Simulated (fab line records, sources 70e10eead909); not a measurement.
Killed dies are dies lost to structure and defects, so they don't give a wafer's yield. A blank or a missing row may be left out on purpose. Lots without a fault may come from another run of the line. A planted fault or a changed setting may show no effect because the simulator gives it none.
Which tool did it? | flow nand_harc | 13 lots, 38 wafers sampled, at 4 steps of a route of 1302

WHAT THE GAUGES READ, wafer by wafer
NHARC_A_SOURCE_PLATE_INSPECT_08. Usual: raw_defect_count 53, standard deviation 18.
lot  | measured     | on                | raw_defect_count | flag
L601 | day 8 07:49  | defect_inspect-02 | 57 35 57         |
L602 | day 8 07:49  | defect_inspect-01 | 55 49 41         |
L603 | day 8 23:13  | defect_inspect-02 | 68 54 52         |
L604 | day 8 23:13  | defect_inspect-01 | 63 70 40         |
L605 | day 9 15:52  | defect_inspect-02 | 76 76 43         |
L607 | day 10 23:22 | defect_inspect-01 | 55 57 52         |
L608 | day 11 07:35 | defect_inspect-02 | 34 34 59         |
L609 | day 11 07:35 | defect_inspect-01 | 43 39 31         |
L615 | day 13 23:42 | defect_inspect-02 | 49 63 44         |
L616 | day 14 08:40 | defect_inspect-02 | 48 63 33         |
L617 | day 14 22:41 | defect_inspect-02 | 95 75            |
L622 | day 17 04:05 | defect_inspect-01 | 20 22 35         |
L623 | day 17 08:04 | defect_inspect-01 | 57 68 50         |

NHARC_A_ONON_D1_THK_MEAS_18: measures by ellipsometry. Usual: thk_nm 1000 nm, standard deviation 6.8.
lot  | measured     | on            | thk_nm (nm)    | flag
L601 | day 8 19:03  | film_metro-01 | 1003 1004 1004 |
L602 | day 8 19:04  | film_metro-02 | 991 989 990    |
L603 | day 9 09:38  | film_metro-02 | 1005 1006 1005 |
L604 | day 9 09:38  | film_metro-01 | 1005 1005 1003 |
L605 | day 10 04:22 | film_metro-01 | 1007 1007 1008 |
L607 | day 11 09:48 | film_metro-02 | 996 996 997    |
L608 | day 11 18:48 | film_metro-01 | 990 991 991    |
L609 | day 11 18:48 | film_metro-02 | 1006 1006 1005 |
L615 | day 14 10:43 | film_metro-01 | 1007 1306 1006 | OFF
L616 | day 14 19:58 | film_metro-01 | 1302 1000 1001 | OFF
L617 | day 15 13:05 | film_metro-02 | 1304 1005      | OFF
L622 | day 17 18:08 | film_metro-02 | 987 986 987    |
L623 | day 17 18:07 | film_metro-01 | 995 996 995    |

WHICH TOOL RAN EACH LOT (tool, then ch and the chambers of the sampled wafers, then the start)
lot  | NHARC_P_BONDPAD_PRE_CLEAN_26            | NHARC_A_ONON_D1_DEP_16
L601 | pvd_sputter-02, day 8 07:49 or earlier  | pecvd_onon-03 ch 0, day 8 18:32
L602 | pvd_sputter-01, day 8 07:49 or earlier  | pecvd_onon-01 ch 0, day 8 18:32
L603 | pvd_sputter-03, day 8 23:13 or earlier  | pecvd_onon-04 ch 0, day 9 09:08
L604 | pvd_sputter-03, day 8 23:13 or earlier  | pecvd_onon-03 ch 0, day 9 09:08
L605 | pvd_sputter-01, day 9 15:52 or earlier  | pecvd_onon-04 ch 0, day 10 03:52
L607 | pvd_sputter-03, day 10 23:22 or earlier | pecvd_onon-04 ch 0, day 11 09:21
L608 | pvd_sputter-02, day 11 07:35 or earlier | pecvd_onon-03 ch 0, day 11 18:17
L609 | pvd_sputter-02, day 11 07:35 or earlier | pecvd_onon-04 ch 0, day 11 18:17
L615 | pvd_sputter-03, day 13 23:42 or earlier | pecvd_onon-03 ch 0, day 14 10:16
L616 | pvd_sputter-01, day 14 08:40 or earlier | pecvd_onon-03 ch 0, day 14 19:28
L617 | pvd_sputter-01, day 14 22:41 or earlier | pecvd_onon-03 ch 0, day 15 12:35
L622 | pvd_sputter-01, day 17 04:05 or earlier | pecvd_onon-03 ch 0, day 17 17:37
L623 | pvd_sputter-02, day 17 08:04 or earlier | pecvd_onon-01 ch 0, day 17 17:37
- NHARC_P_BONDPAD_PRE_CLEAN_26: time 30 s.
- NHARC_A_ONON_D1_DEP_16: target thk 1000 nm.

WHAT THE TOOLS THEMSELVES READ (means of the sampled wafers that have a number; where no wafer has one, the mark that the record gives instead)
NHARC_P_BONDPAD_PRE_CLEAN_26. Usual: heater_power_w 421 W, standard deviation 34.
lot  | tool           | heater_power_w (W) | flag
L601 | pvd_sputter-02 | 447                |
L602 | pvd_sputter-01 | 421                |
L603 | pvd_sputter-03 | 392                |
L604 | pvd_sputter-03 | 406                |
L605 | pvd_sputter-01 | 442                |
L607 | pvd_sputter-03 | 384                |
L608 | pvd_sputter-02 | 469                |
L609 | pvd_sputter-02 | 408                |
L615 | pvd_sputter-03 | 416                |
L616 | pvd_sputter-01 | 411                |
L617 | pvd_sputter-01 | 414                |
L622 | pvd_sputter-01 | 412                |
L623 | pvd_sputter-02 | 488                |

NHARC_A_ONON_D1_DEP_16. Usual: n2_flow_sccm 2750 sccm, standard deviation 7.1.
lot  | tool          | n2_flow_sccm (sccm) | flag
L601 | pecvd_onon-03 | 2753                |
L602 | pecvd_onon-01 | 2753                |
L603 | pecvd_onon-04 | 2746                |
L604 | pecvd_onon-03 | 2752                |
L605 | pecvd_onon-04 | 2753                |
L607 | pecvd_onon-04 | 2744                |
L608 | pecvd_onon-03 | 2748                |
L609 | pecvd_onon-04 | 2745                |
L615 | pecvd_onon-03 | 2737                |
L616 | pecvd_onon-03 | 2753                |
L617 | pecvd_onon-03 | 2758                |
L622 | pecvd_onon-03 | 2754                |
L623 | pecvd_onon-01 | 2753                |

THE ANSWER, worked out from the rows above alone
Rule: a lot is off if the mean of its wafers that have a number lies more than 3 standard deviations from the usual mean. A lot without any number at a reading at which 4 lots or more have one is off too. The other lots that the step has rows for count as sound. The gauges are gone through in route order, then the tools' own readings, and for those a lot's mean is taken as printed above. The first step at which some lot is off is used, and at that step the reading that is off furthest; a lot without a number counts as furthest.
Off: L615, L616, L617, at NHARC_A_ONON_D1_THK_MEAS_18 (thk_nm).
A tool fits if, at a process step before that reading, it ran every lot that is off, and no sound lot after the first of them. The gauges at NHARC_A_ONON_D1_THK_MEAS_18 are tried like those tools. NHARC_P_BONDPAD_PRE_CLEAN_26 gives no start for some lots, so the hours and the order of its lots are those of NHARC_A_SOURCE_PLATE_INSPECT_08. None of those tried fits.

WHAT THE SIMULATOR HAD PUT IN
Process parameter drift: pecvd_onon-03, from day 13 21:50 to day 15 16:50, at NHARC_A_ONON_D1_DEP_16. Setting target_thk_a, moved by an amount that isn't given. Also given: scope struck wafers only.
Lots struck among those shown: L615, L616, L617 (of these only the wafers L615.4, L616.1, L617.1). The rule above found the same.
